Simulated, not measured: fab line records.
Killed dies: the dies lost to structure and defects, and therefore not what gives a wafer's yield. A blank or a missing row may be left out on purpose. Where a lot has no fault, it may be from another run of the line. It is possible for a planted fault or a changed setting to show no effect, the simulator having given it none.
fab line records -- flow n5Finfet
record lots=7, wafers=39
route steps=1938 shown PASSIVATION@1930
startH: hours from the record's first day to the start of the lot's first wafer shown -- waitH: hours from the lot's prior step to this one -- " same as the row above -- L1.1+2: one row covering several wafers at once -- - no value present, or no start provided -- * or withheld: withheld -- < > ~ a bound
route shown NAME@n: NAME is a module with steps in the file, n the number in the route of the first one -- usual: mean/standard deviation of fault-free wafers -- same: alike in all rows -- chamber/n: place in a boat -- sites: readings site by site -- _std_site: the standard deviation of these -- _edge_site: inner sites' mean taken away from outer sites' mean -- radiusMm: for every site, how far away it sits from the centre of the wafer -- mask NAME#n: copy n -- behind: tool/chamber where the wafer was last shaped -- hold: cause of the lot's hold/its duration in hours/its outcome -- device: the transistor (n, p or np) that didn't switch -- end of line: the route-end tests of the same wafers -- where a step has no rows: the recipe by itself -- killed: the dies lost at the first sort to structure and to defects; this is not the yield of the wafer -- map: the dies of a wafer, with x for killed, . for not killed, _ for no die there
set.NAME: the setting as run; set.NAME@STEP: as run at that earlier step -- model.NAME: the simulator's own value behind a step, which no gauge read
lots run with intentionally changed settings; tables by step, rows by wafer
## steps
# step N5_PASSIVATION_ETCH_54
# recipe chemistry=CHF3/O2, target=SiO2, targetDepthA=8800, CHF3_flow_sccm=50, O2_flow_sccm=5, Ar_flow_sccm=200, timeS=440, maskMaterial=PR, pressureMtorr=30, sourceW=650, biasW=170, ionEnergyEv=200
lot.wafer,tool,chamber,startH,waitH,set.targetDepthA,model.PASSIVATION.featureDepthNm,model.etch.depthNm
L074.1,rieDiel-06,3,307.39,0.1,8800,889.2,889.1
L074.2,rieDiel-06,2,307.39,0.1,8800,889,889.1
L074.3,rieDiel-06,1,307.39,0.1,3949,397.4,397.4
L074.4,rieDiel-06,0,307.39,0.1,8800,870.6,870.7
L074.5,rieDiel-06,0,307.39,0.1,3949,387.8,387.8
L074.6,rieDiel-06,3,307.39,0.1,3949,401.2,401.1
L083.1,rieDiel-03,1,359.99,0.1,11580,1157,1157
L083.2,rieDiel-03,2,359.99,0.1,8800,869.2,869.1
L083.3,rieDiel-03,3,359.99,0.1,11580,1161,1161
L083.4,rieDiel-03,0,359.99,0.1,11580,1153,1153
L083.5,rieDiel-03,2,359.99,0.1,8800,857.8,857.8
L083.6,rieDiel-03,3,359.99,0.1,8800,873.8,873.8
L084.1,rieDiel-06,1,369.76,0.1,8800,884.4,884.5
L084.2,rieDiel-06,2,369.76,0.1,4366,443.8,443.8
L084.3,rieDiel-06,3,369.76,0.1,8800,888.6,888.6
L084.4,rieDiel-06,0,369.76,0.1,4366,435.8,435.8
L084.5,rieDiel-06,3,369.76,0.1,8800,898.6,898.6
L084.6,rieDiel-06,2,369.76,0.1,4366,448.2,448.2
L086.1+6,rieDiel-04,0,378.80,0.1,10610,1039,1039
L086.2,rieDiel-04,3,378.80,0.1,8800,878.2,878.2
L086.3,rieDiel-04,2,378.80,0.1,8800,862.2,862.3
L086.4,rieDiel-04,1,378.80,0.1,10610,1049,1049
L086.5,rieDiel-04,3,378.80,0.1,8800,879.2,879.1
L091.1,rieDiel-06,3,405.12,0.1,4189,423.4,423.4
L091.2,rieDiel-06,1,405.12,0.1,4189,422,421.9
L091.3,rieDiel-06,2,405.12,0.1,4189,425.6,425.6
L091.4,rieDiel-06,2,405.12,0.1,8800,893.8,893.8
L091.5,rieDiel-06,3,405.12,0.1,8800,886.8,886.7
L091.6,rieDiel-06,1,405.12,0.1,8800,882.6,882.6
L088.1,rieDiel-04,2,415.89,0.1,8800,881,881
L088.2,rieDiel-04,3,415.89,0.1,8800,897.2,897.2
L088.3,rieDiel-04,1,415.89,0.1,8800,882.6,882.6
L088.4,rieDiel-04,0,415.89,0.1,10670,1045,1045
L088.5,rieDiel-04,0,415.89,0.1,10670,1054,1054
L088.6,rieDiel-04,3,415.89,0.1,10670,1087,1087
L094.4,rieDiel-03,2,432.18,0.1,8800,852.2,852.1
L094.5,rieDiel-03,2,432.18,0.1,8800,851.6,851.6
L094.6,rieDiel-03,3,432.18,0.1,8800,863.2,863.2
# step N5_PASSIVATION_STRIP_48
# recipe chemistry=O2, powerW=600, tempC=60, pressureMtorr=30, rfFrequencyHz=6e+07, biasPowerW=0, overashFraction=0.5, o2FlowSccm=225
# step N5_PASSIVATION_STRIP_52
# recipe chemistry=postEtchResidueRemover, timeS=1200, tempC=72.5
# step N5_PASSIVATION_SRD_72
# recipe dry=ipaMarangoni, timeS=30, tempC=23, rinseLiquid=diw
# step N5_PASSIVATION_ANNEAL_56
# recipe tempC=400, timeS=1800, ambient=FGA, idleTempC=300, rampUpCPerMin=5, rampDownCPerMin=3
# step N5_PASSIVATION_PROBE_49
# usual defectLimitedYield=91.2/1.4, killed_at_M0_to_M3=34/9.4, killed_at_M4_up=14/5.6, killedAtContacts=13/7.8, killedAtFrontEnd=37/10, killedAtOther=4/3.3, killedDies=103/17, killedOpen=68/13, killedShort=33/8.2, sort_bin_4_leakage=0.00/0.0071, sort_bin_5_function=5.1/0.92, sort_bin_6_memory=3.3/0.71, sort_bin_8_speed=0.01/0.043, sortNPass=1077/17, sortYieldPct=91.2/1.4
# same grossDies=1180, killedAtBackSide=0
lot.wafer,tool,chamber,startH,waitH,set.targetDepthA@PASSIVATION_ETCH_54,defectLimitedYield[%],killed_at_M0_to_M3,killed_at_M4_up,killedAtContacts,killedAtFrontEnd,killedAtOther,killedDies,killedOpen,killedShort,sort_bin_4_leakage[%],sort_bin_5_function[%],sort_bin_6_memory[%],sort_bin_8_speed[%],sortNPass,sortYieldPct[%]
L074.1,prober-02,-,310.47,0.0,8800,0,43,12,1070,55,0,1180,95,43,0,94.7,4.8,0,0,0
L074.2,prober-02,-,310.52,0.1,8800,0,38,3,1107,28,4,1180,71,30,0,96.4,3.1,0,0,0
L074.3,prober-02,-,310.57,0.1,3949,0,31,14,22,25,1088,1180,66,26,0,96.3,3.6,0,0,0
L074.4,prober-02,-,310.62,0.2,8800,0,26,11,1121,17,5,1180,58,31,0,97.4,2.5,0,0,0
L074.5,prober-02,-,310.67,0.2,3949,0,38,9,20,31,1082,1180,71,40,0,95.6,4.1,0,0,0
L074.6,prober-02,-,310.72,0.3,3949,0,32,7,51,51,1039,1180,101,40,0,94.9,4.7,0,0,0
L083.1,prober-01,-,362.77,0.0,11580,93.5,37,9,8,21,2,77,57,20,0,4.2,2.4,0,1103,93.5
L083.2,prober-01,-,362.82,0.1,8800,91.0,38,13,23,27,5,106,69,33,0,5.7,2.8,0,1074,91.0
L083.3,prober-01,-,362.87,0.1,11580,90.7,30,13,19,40,8,110,68,41,0,5.0,3.9,0,1070,90.7
L083.4,prober-01,-,362.92,0.2,11580,90.0,39,12,16,46,5,118,72,44,0,5.5,3.9,0,1062,90.0
L083.5,prober-01,-,362.97,0.2,8800,91.9,28,7,21,30,10,96,66,30,0,4.9,2.9,0,1084,91.9
L083.6,prober-01,-,363.02,0.3,8800,92.3,28,7,23,28,5,91,65,23,0.08,4.2,3.5,0,1088,92.2
L084.1,prober-02,-,372.54,0.0,8800,90.3,42,9,28,34,1,114,75,39,0,5.7,3.7,0,1066,90.3
L084.2,prober-02,-,372.59,0.1,4366,0,39,11,19,35,1076,1180,64,39,0,96.5,3.3,0,0,0
L084.3,prober-02,-,372.64,0.1,8800,87.2,56,55,15,24,1,151,66,33,0,7.4,4.9,0,1029,87.2
L084.4,prober-02,-,372.69,0.2,4366,0,35,44,10,33,1058,1180,57,30,0,95.8,4.2,0,0,0
L084.5,prober-02,-,372.74,0.2,8800,88.2,40,56,14,26,3,139,71,27,0,7.8,4.0,0,1041,88.2
L084.6,prober-02,-,372.79,0.3,4366,0,34,12,13,20,1101,1180,60,20,0,97.1,2.6,0,0,0
L086.1,prober-01,-,381.59,0.0,10610,92.9,14,12,20,36,2,84,45,22,0,3.2,2.5,0,1096,92.9
L086.2,prober-01,-,381.64,0.1,8800,90.6,36,12,21,40,2,111,74,34,0,6.1,3.0,0,1069,90.6
L086.3,prober-01,-,381.69,0.1,8800,94.9,18,9,11,17,5,60,38,17,0,3.3,1.4,11.10,989,83.8
L086.4,prober-01,-,381.74,0.2,10610,92.6,35,10,23,19,0,87,61,24,0,3.6,3.4,7.54,1006,85.3
L086.5,prober-01,-,381.79,0.2,8800,93.1,26,6,11,30,8,81,47,33,0,3.2,3.3,0.08,1099,93.1
L086.6,prober-01,-,381.84,0.3,10610,90.3,32,9,33,34,7,115,76,34,0,5.8,3.5,0,1065,90.3
L091.1,prober-01,-,407.89,0.0,4189,0,43,21,25,49,1042,1180,72,60,0,94.7,4.7,0,0,0
L091.2,prober-01,-,407.94,0.1,4189,0,35,13,19,51,1062,1180,77,45,0,95.9,3.6,0,0,0
L091.3,prober-01,-,407.99,0.1,4189,0,43,17,15,58,1047,1180,79,54,0,95.2,4.2,0,0,0
L091.4,prober-01,-,408.04,0.2,8800,88.6,38,32,19,37,8,134,86,34,0,6.4,4.6,0.08,1045,88.6
L091.5,prober-01,-,408.09,0.2,8800,89.9,30,20,24,43,2,119,76,38,0,6.3,3.7,14.92,885,75.0
L091.6,prober-01,-,408.14,0.3,8800,86.3,39,12,25,76,10,162,107,52,0,7.3,5.8,27.71,691,58.6
L088.1,prober-02,-,418.67,0.0,8800,92.0,23,13,16,36,6,94,61,26,0,5.6,2.0,0,1086,92.0
L088.2,prober-02,-,418.72,0.1,8800,91.6,38,12,4,36,9,99,68,27,0,4.7,3.3,0,1081,91.6
L088.3,prober-02,-,418.77,0.1,8800,94.0,30,7,4,26,4,71,48,22,0,3.2,2.6,87.80,74,6.3
L088.4,prober-02,-,418.82,0.2,10670,90.3,47,7,9,39,12,114,63,39,0,5.1,4.2,84.66,67,5.7
L088.5,prober-02,-,418.87,0.2,10670,91.1,41,10,5,40,9,105,68,25,0,4.9,3.9,81.53,113,9.6
L088.6,prober-02,-,418.92,0.3,10670,92.0,41,4,14,33,2,94,67,25,0,4.7,2.8,0,1086,92.0
L094.4,prober-01,-,435.11,0.2,8800,89.4,38,24,26,24,13,125,87,38,0,7.0,3.2,0,1055,89.4
L094.5,prober-01,-,435.16,0.2,8800,91.4,38,14,18,29,2,101,74,24,0,4.7,3.5,0,1079,91.4
L094.6,prober-01,-,435.21,0.3,8800,92.0,26,17,20,30,1,94,73,20,0,4.3,3.3,0,1086,92.0
# killed by level:class
L074.1 MOL_CONTACT_COAG:areaEtch=1041 MOL_CONTACT_COAG:geometricParticle:open=18 BEOL_M0_SAQP:geometricParticle:open=14 FIN_SAQP:geometricParticle:open=11 MOL_CONTACT_COAG:geometricParticle:short=11 STI_FIN_REVEAL:geometricParticle:open=10 DUMMY_GATE:geometricParticle:open=10 FIN_SAQP:geometricParticle:short=9
L074.2 MOL_CONTACT_COAG:areaEtch=1076 MOL_CONTACT_COAG:geometricParticle:open=25 BEOL_M3:geometricParticle:open=9 BEOL_M0_SAQP:geometricParticle:open=8 BEOL_M0_SAQP:geometricParticle:short=8 FIN_SAQP:geometricParticle:open=6 MOL_CONTACT_COAG:geometricParticle:short=6 BEOL_M2:geometricParticle:open=5
L074.3 PASSIVATION:areaEtch=1088 MOL_CONTACT_COAG:geometricParticle:open=21 BEOL_M3:geometricParticle:open=9 FIN_SAQP:geometricParticle:short=7 BEOL_M0_SAQP:geometricParticle:open=6 BEOL_M4:geometricParticle:open=6 DUMMY_GATE:geometricParticle:open=4 BEOL_M0_SAQP:geometricParticle:short=4
L074.4 MOL_CONTACT_COAG:areaEtch=1089 MOL_CONTACT_COAG:geometricParticle:open=25 MOL_CONTACT_COAG:geometricParticle:short=7 BEOL_M1:geometricParticle:open=7 BEOL_M0_SAQP:geometricParticle:short=5 BEOL_M1:geometricParticle:short=5 DUMMY_GATE:geometricParticle:open=3 BEOL_M0_SAQP:geometricParticle:open=3
L074.5 PASSIVATION:areaEtch=1069 MOL_CONTACT_COAG:geometricParticle:open=14 MIM_TOP:geometricParticle:short=8 BEOL_M0_SAQP:geometricParticle:open=8 BEOL_M3:geometricParticle:open=8 FIN_SAQP:geometricParticle:open=6 FIN_SAQP:geometricParticle:short=6 MOL_CONTACT_COAG:geometricParticle:short=6
L074.6 PASSIVATION:areaEtch=1038 MOL_CONTACT_COAG:geometricParticle:open=42 STI_FIN_REVEAL:geometricParticle:open=13 FIN_SAQP:geometricParticle:short=9 MOL_CONTACT_COAG:geometricParticle:short=9 FIN_SAQP:geometricParticle:open=7 BEOL_M0_SAQP:geometricParticle:short=7 BEOL_M2:geometricParticle:open=7
L083.1 BEOL_M0:geometricParticle:open=8 BEOL_M1:geometricParticle:open=8 BEOL_M2:geometricParticle:open=7 FIN_SAQP:geometricParticle:open=6 MOL_CONTACT_COAG:geometricParticle:open=6 FIN_SAQP:geometricParticle:short=5 BEOL_M0_SAQP:geometricParticle:open=5 BEOL_M6:geometricParticle:open=4
L083.2 MOL_CONTACT_COAG:geometricParticle:open=15 BEOL_M2:geometricParticle:open=11 MOL_CONTACT_COAG:geometricParticle:short=8 BEOL_M0_SAQP:geometricParticle:open=8 BEOL_M0_SAQP:geometricParticle:short=8 FIN_SAQP:geometricParticle:short=6 BEOL_M0:geometricParticle:open=6 BEOL_M4:geometricParticle:open=6
L083.3 MOL_CONTACT_COAG:geometricParticle:open=13 FIN_SAQP:geometricParticle:short=11 BEOL_M2:geometricParticle:open=9 BEOL_M1:geometricParticle:open=7 BEOL_M4:geometricParticle:open=7 STI_FIN_REVEAL:geometricParticle:open=6 MOL_CONTACT_COAG:geometricParticle:short=6 STI_FIN_REVEAL:geometricParticle:short=5
L083.4 MOL_CONTACT_COAG:geometricParticle:open=13 STI_FIN_REVEAL:geometricParticle:open=9 BEOL_M0_SAQP:geometricParticle:short=9 BEOL_M0_SAQP:geometricParticle:open=7 GATE_CUT:geometricParticle:short=7 FIN_SAQP:geometricParticle:short=6 DUMMY_GATE:geometricParticle:open=6 FIN_SAQP:geometricParticle:open=5
L083.5 MOL_CONTACT_COAG:geometricParticle:open=17 FIN_SAQP:geometricParticle:short=9 BEOL_M2:geometricParticle:open=8 FIN_SAQP:geometricParticle:open=7 BEOL_M0:geometricParticle:open=5 MOL_CONTACT_COAG:geometricParticle:short=4 BEOL_M3:geometricParticle:open=4 MIM_TOP:geometricParticle:open=4
L083.6 MOL_CONTACT_COAG:geometricParticle:open=18 BEOL_M3:geometricParticle:open=7 BEOL_M2:geometricParticle:open=6 MOL_CONTACT_COAG:geometricParticle:short=5 BEOL_M0:geometricParticle:open=4 STI_FIN_REVEAL:geometricParticle:open=4 DUMMY_GATE:geometricParticle:open=4 BEOL_M4:geometricParticle:open=4
L084.1 MOL_CONTACT_COAG:geometricParticle:open=23 BEOL_M0_SAQP:geometricParticle:short=15 GATE_CUT:geometricParticle:open=10 BEOL_M0_SAQP:geometricParticle:open=10 STI_FIN_REVEAL:geometricParticle:open=6 GATE_CUT:geometricParticle:short=6 MOL_CONTACT_COAG:geometricParticle:short=5 BEOL_M1:geometricParticle:open=5
L084.2 PASSIVATION:areaEtch=1076 BEOL_M3:geometricParticle:open=16 MOL_CONTACT_COAG:geometricParticle:open=13 FIN_SAQP:geometricParticle:short=10 BEOL_M0_SAQP:geometricParticle:short=9 GATE_CUT:geometricParticle:short=7 MOL_CONTACT_COAG:geometricParticle:short=6 BEOL_M0_SAQP:geometricParticle:open=5
L084.3 BEOL_M9:interfaceVoidOpened=45 BEOL_M3:geometricParticle:open=18 BEOL_M0_SAQP:geometricParticle:short=17 MOL_CONTACT_COAG:geometricParticle:open=14 BEOL_M0_SAQP:geometricParticle:open=6 GATE_CUT:geometricParticle:short=5 BEOL_M3:geometricParticle:short=4 BEOL_M6:geometricParticle:open=4
L084.4 PASSIVATION:areaEtch=1057 BEOL_M9:interfaceVoidOpened=35 MOL_CONTACT_COAG:geometricParticle:open=8 BEOL_M3:geometricParticle:open=8 BEOL_M0_SAQP:geometricParticle:short=7 STI_FIN_REVEAL:geometricParticle:open=5 BEOL_M0_SAQP:geometricParticle:open=5 GATE_CUT:geometricParticle:open=4
L084.5 BEOL_M9:interfaceVoidOpened=38 MOL_CONTACT_COAG:geometricParticle:open=12 BEOL_M2:geometricParticle:open=9 BEOL_M3:geometricParticle:open=7 BEOL_M0_SAQP:geometricParticle:short=7 FIN_SAQP:geometricParticle:open=6 GATE_CUT:geometricParticle:open=5 BEOL_M0_SAQP:geometricParticle:open=5
L084.6 PASSIVATION:areaEtch=1098 MOL_CONTACT_COAG:geometricParticle:open=12 BEOL_M0_SAQP:geometricParticle:open=9 BEOL_M3:geometricParticle:open=8 FIN_SAQP:geometricParticle:open=5 BEOL_M2:geometricParticle:open=5 BEOL_M1:geometricParticle:open=4 BEOL_M6:geometricParticle:open=4
L086.1 MOL_CONTACT_COAG:geometricParticle:open=16 HKMG_FIN:areaEtch=12 BEOL_M3:geometricParticle:open=6 BEOL_M4:geometricParticle:open=5 MOL_CONTACT_COAG:geometricParticle:short=4 DUMMY_GATE:geometricParticle:open=3 ILD0:geometricParticle:short=3 GATE_CUT:geometricParticle:short=3
L086.2 MOL_CONTACT_COAG:geometricParticle:open=17 STI_FIN_REVEAL:geometricParticle:open=11 BEOL_M1:geometricParticle:open=9 BEOL_M3:geometricParticle:open=8 BEOL_M0_SAQP:geometricParticle:short=5 FIN_SAQP:geometricParticle:open=4 FIN_SAQP:geometricParticle:short=4 MOL_CONTACT_COAG:geometricParticle:short=4
L086.3 MOL_CONTACT_COAG:geometricParticle:open=9 BEOL_M3:geometricParticle:open=7 FIN_SAQP:geometricParticle:open=3 BEOL_M0_SAQP:geometricParticle:short=3 HKMG_FIN:areaEtch=3 FIN_SAQP:geometricParticle:short=2 STI_FIN_REVEAL:geometricParticle:open=2 DUMMY_GATE:geometricParticle:open=2
L086.4 MOL_CONTACT_COAG:geometricParticle:open=20 BEOL_M2:geometricParticle:open=8 BEOL_M0_SAQP:geometricParticle:short=7 BEOL_M0_SAQP:geometricParticle:open=5 BEOL_M3:geometricParticle:open=5 BEOL_M1:geometricParticle:open=4 BEOL_M4:geometricParticle:open=4 STI_FIN_REVEAL:geometricParticle:short=3
L086.5 MOL_CONTACT_COAG:geometricParticle:open=9 FIN_SAQP:geometricParticle:short=7 FIN_SAQP:geometricParticle:open=7 BEOL_M0_SAQP:geometricParticle:short=7 BEOL_M0_SAQP:geometricParticle:open=5 ILD0:geometricParticle:open=4 MIM_TOP_ETCH:geometricParticle:short=4 BEOL_M2:geometricParticle:open=3
L086.6 MOL_CONTACT_COAG:geometricParticle:open=25 FIN_SAQP:geometricParticle:short=10 MOL_CONTACT_COAG:geometricParticle:short=8 BEOL_M0_SAQP:geometricParticle:open=8 BEOL_M3:geometricParticle:open=7 FIN_SAQP:geometricParticle:open=6 STI_FIN_REVEAL:geometricParticle:open=6 BEOL_M1:geometricParticle:open=6
L091.1 PASSIVATION:areaEtch=1038 FIN_SAQP:geometricParticle:short=21 MOL_CONTACT_COAG:geometricParticle:open=16 BEOL_M0_SAQP:geometricParticle:short=15 BEOL_M0_SAQP:geometricParticle:open=13 MOL_CONTACT_COAG:geometricParticle:short=9 BEOL_M9:interfaceVoidOpened=9 STI_FIN_REVEAL:geometricParticle:open=8
L091.2 PASSIVATION:areaEtch=1058 MOL_CONTACT_COAG:geometricParticle:open=14 STI_FIN_REVEAL:geometricParticle:open=14 BEOL_M3:geometricParticle:open=9 BEOL_M1:geometricParticle:open=8 STI_FIN_REVEAL:geometricParticle:short=7 FIN_SAQP:geometricParticle:short=7 BEOL_M0_SAQP:geometricParticle:open=6
L091.3 PASSIVATION:areaEtch=1045 FIN_SAQP:geometricParticle:short=20 BEOL_M0_SAQP:geometricParticle:short=14 FIN_SAQP:geometricParticle:open=11 MOL_CONTACT_COAG:geometricParticle:open=11 STI_FIN_REVEAL:geometricParticle:open=9 BEOL_M0_SAQP:geometricParticle:open=9 BEOL_M4:geometricParticle:open=8
L091.4 MOL_CONTACT_COAG:geometricParticle:open=16 FIN_SAQP:geometricParticle:open=11 BEOL_M9:interfaceVoidOpened=10 BEOL_M0_SAQP:geometricParticle:open=7 BEOL_M2:geometricParticle:open=7 BEOL_M0_SAQP:geometricParticle:short=6 BEOL_M4:geometricParticle:open=6 FIN_SAQP:geometricParticle:short=5
L091.5 MOL_CONTACT_COAG:geometricParticle:open=20 FIN_SAQP:geometricParticle:short=13 BEOL_M2:geometricParticle:open=9 FIN_SAQP:geometricParticle:open=6 DUMMY_GATE:geometricParticle:open=5 BEOL_M0_SAQP:geometricParticle:short=5 BEOL_M9:interfaceVoidOpened=5 STI_FIN_REVEAL:geometricParticle:open=4
L091.6 MOL_CONTACT_COAG:geometricParticle:open=19 FIN_SAQP:geometricParticle:open=18 STI_FIN_REVEAL:geometricParticle:open=16 FIN_SAQP:geometricParticle:short=15 BEOL_M0_SAQP:geometricParticle:open=10 BEOL_M0_SAQP:geometricParticle:short=10 DUMMY_GATE:geometricParticle:open=7 BEOL_M2:geometricParticle:open=7
L088.1 MOL_CONTACT_COAG:geometricParticle:open=15 FIN_SAQP:geometricParticle:open=10 STI_FIN_REVEAL:geometricParticle:open=7 BEOL_M0_SAQP:geometricParticle:short=7 BEOL_M0:interfaceVoidOpened=5 GATE_CUT:geometricParticle:short=4 BEOL_M4:geometricParticle:open=4 BEOL_M6:geometricParticle:open=4
L088.2 BEOL_M3:geometricParticle:open=14 FIN_SAQP:geometricParticle:open=8 STI_FIN_REVEAL:geometricParticle:open=8 BEOL_M1:geometricParticle:open=5 BEOL_M2:geometricParticle:open=5 MOL_CONTACT_COAG:geometricParticle:open=4 BEOL_M0:geometricParticle:open=4 BEOL_M3:geometricParticle:short=4
L088.3 BEOL_M3:geometricParticle:open=8 STI_FIN_REVEAL:geometricParticle:open=6 BEOL_M0_SAQP:geometricParticle:open=6 BEOL_M1:geometricParticle:open=6 FIN_SAQP:geometricParticle:short=4 FIN_SAQP:geometricParticle:open=3 STI_FIN_REVEAL:geometricParticle:short=3 MOL_CONTACT_COAG:geometricParticle:open=3
L088.4 FIN_SAQP:geometricParticle:open=13 BEOL_M0:interfaceVoidOpened=11 MOL_CONTACT_COAG:geometricParticle:open=8 BEOL_M0_SAQP:geometricParticle:short=7 FIN_SAQP:geometricParticle:short=5 BEOL_M0_SAQP:geometricParticle:open=5 BEOL_M0:geometricParticle:short=5 BEOL_M2:geometricParticle:open=5
L088.5 BEOL_M0:interfaceVoidOpened=11 BEOL_M3:geometricParticle:open=9 STI_FIN_REVEAL:geometricParticle:open=8 BEOL_M4:geometricParticle:open=8 FIN_SAQP:geometricParticle:open=6 BEOL_M1:geometricParticle:open=6 GATE_CUT:geometricParticle:short=5 MOL_CONTACT_COAG:geometricParticle:open=5
L088.6 BEOL_M3:geometricParticle:open=13 MOL_CONTACT_COAG:geometricParticle:open=12 STI_FIN_REVEAL:geometricParticle:open=9 DUMMY_GATE:geometricParticle:open=6 BEOL_M0_SAQP:geometricParticle:short=6 BEOL_M1:geometricParticle:open=6 BEOL_M0_SAQP:geometricParticle:open=4 BEOL_M2:geometricParticle:open=4
L094.4 MOL_CONTACT_COAG:geometricParticle:open=24 BEOL_M4:geometricParticle:open=13 BEOL_M2:geometricParticle:open=9 BEOL_M0_SAQP:geometricParticle:open=7 BEOL_M0_SAQP:geometricParticle:short=6 BEOL_M1:geometricParticle:open=6 BEOL_M3:geometricParticle:short=5 FIN_SAQP:geometricParticle:open=4
L094.5 MOL_CONTACT_COAG:geometricParticle:open=16 BEOL_M2:geometricParticle:open=12 BEOL_M1:geometricParticle:open=11 STI_FIN_REVEAL:geometricParticle:open=7 FIN_SAQP:geometricParticle:open=6 BEOL_M4:geometricParticle:open=6 BEOL_M0_SAQP:geometricParticle:short=5 BEOL_M4:geometricParticle:short=4
L094.6 MOL_CONTACT_COAG:geometricParticle:open=18 FIN_SAQP:geometricParticle:open=11 BEOL_M4:geometricParticle:open=10 BEOL_M2:geometricParticle:open=10 STARTING-WAFER:geometricParticle:open=4 BEOL_M1:geometricParticle:open=4 DUMMY_GATE:geometricParticle:open=3 SPACER0:geometricParticle:short=3
## key
split step=N5_PASSIVATION_ETCH_54, setting=targetDepthA, stated=8800, by=wafer
response step=N5_PASSIVATION_ETCH_54, reading=model.PASSIVATION.featureDepthNm, change=+8.84, per=1%, r=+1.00
response step=N5_PASSIVATION_ETCH_54, reading=model.etch.depthNm, change=+8.84, per=1%, r=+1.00
response step=N5_PASSIVATION_PROBE_49, reading=defectLimitedYield, shape=bent, atLowest=0, atStated=77.9, atHighest=91.4
response step=N5_PASSIVATION_PROBE_49, reading=killedAtOther, shape=bent, atLowest=1070, atStated=5, atHighest=5
response step=N5_PASSIVATION_PROBE_49, reading=killedDies, shape=bent, atLowest=1180, atStated=261, atHighest=102
response step=N5_PASSIVATION_PROBE_49, reading=sort_bin_5_function, shape=bent, atLowest=95.6, atStated=18.4, atHighest=4.9
